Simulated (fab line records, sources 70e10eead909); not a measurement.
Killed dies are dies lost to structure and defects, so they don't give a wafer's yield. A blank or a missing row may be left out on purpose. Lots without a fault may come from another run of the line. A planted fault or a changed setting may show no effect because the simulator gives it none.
Chamber matching | flow nand_harc | NHARC_A_M0_CMP_23 on cmp-01: 4 sister chambers
The step polishes, t overpolish 20 s, target thk 113.75 nm. 14 wafers are shown with their chamber, then 6 later ones without.

WAFERS WITH THEIR CHAMBER
wafer  | chamber | motor_current_A (A) | pad_life_wafers | time_to_endpoint_s (s)
L075.1 | 2       | 11.5                | 121             | 28
L075.2 | 1       | 10.0                | 120             | 30
L074.1 | 0       | 14.0                | 159             | 30
L074.2 | 1       | 9.3                 | 156             | 32
L082.1 | 3       | 12.2                | 84              | 30
L082.4 | 0       | 13.4                | 85              | 31
L084.2 | 1       | 10.1                | 141             | 31
L087.1 | 3       | 12.8                | 300             | 33
L087.2 | 0       | 13.7                | 301             | 31
L090.1 | 2       | 11.2                | 44              | 35
L090.3 | 1       | 10.0                | 43              | 36
L091.4 | 0       | 13.2                | 117             | 36
L094.2 | 1       | 9.8                 | 153             | 35
L094.3 | 0       | 14.5                | 152             | 35

SIGNATURES (means of the wafers above)
reading            | chamber 0 | chamber 1 | chamber 2 | chamber 3 | scatter within a chamber
motor_current_A    | 13.760    | 9.840     | 11.350    | 12.500    | 0.411
pad_life_wafers    | 162.80    | 122.60    | 82.50     | 192.00    | 79
time_to_endpoint_s | 32.60     | 32.80     | 31.50     | 31.50     | 2.92
Rule: a wafer's distance from a chamber is the root of the sum, over the readings, of the square of ((its reading less the chamber's mean) divided by the reading's scatter). The wafer belongs to the nearest chamber; if the next one is less than 2 further off, it can't be placed. The scatter: the root of (the sum of the squares of (reading less its chamber's mean) over the shown wafers, divided by (wafers less chambers)).

WAFERS WITHOUT THEIR CHAMBER
wafer  | motor_current_A (A) | pad_life_wafers | time_to_endpoint_s (s)
L093.2 | 13.0                | 169             | 37
L096.1 | 12.4                | 217             | 34
L096.4 | 10.0                | 219             | 32
L097.2 | 14.5                | 223             | 32
L097.3 | 11.0                | 225             | 32
L097.4 | 9.8                 | 224             | 34

WHICH CHAMBER EACH WENT THROUGH
wafer  | from the rows above          | in truth
L093.2 | can't be placed: 3 or 0      | 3
L096.1 | 3                            | 3
L096.4 | 1                            | 1
L097.2 | 0                            | 0
L097.3 | can't be placed: 2 or 1 or 3 | 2
L097.4 | 1                            | 1
Placed correctly: 4 of 6. Can't be placed from these rows: 2 (the true chamber is among the candidates in 2). Placed wrongly: 0.
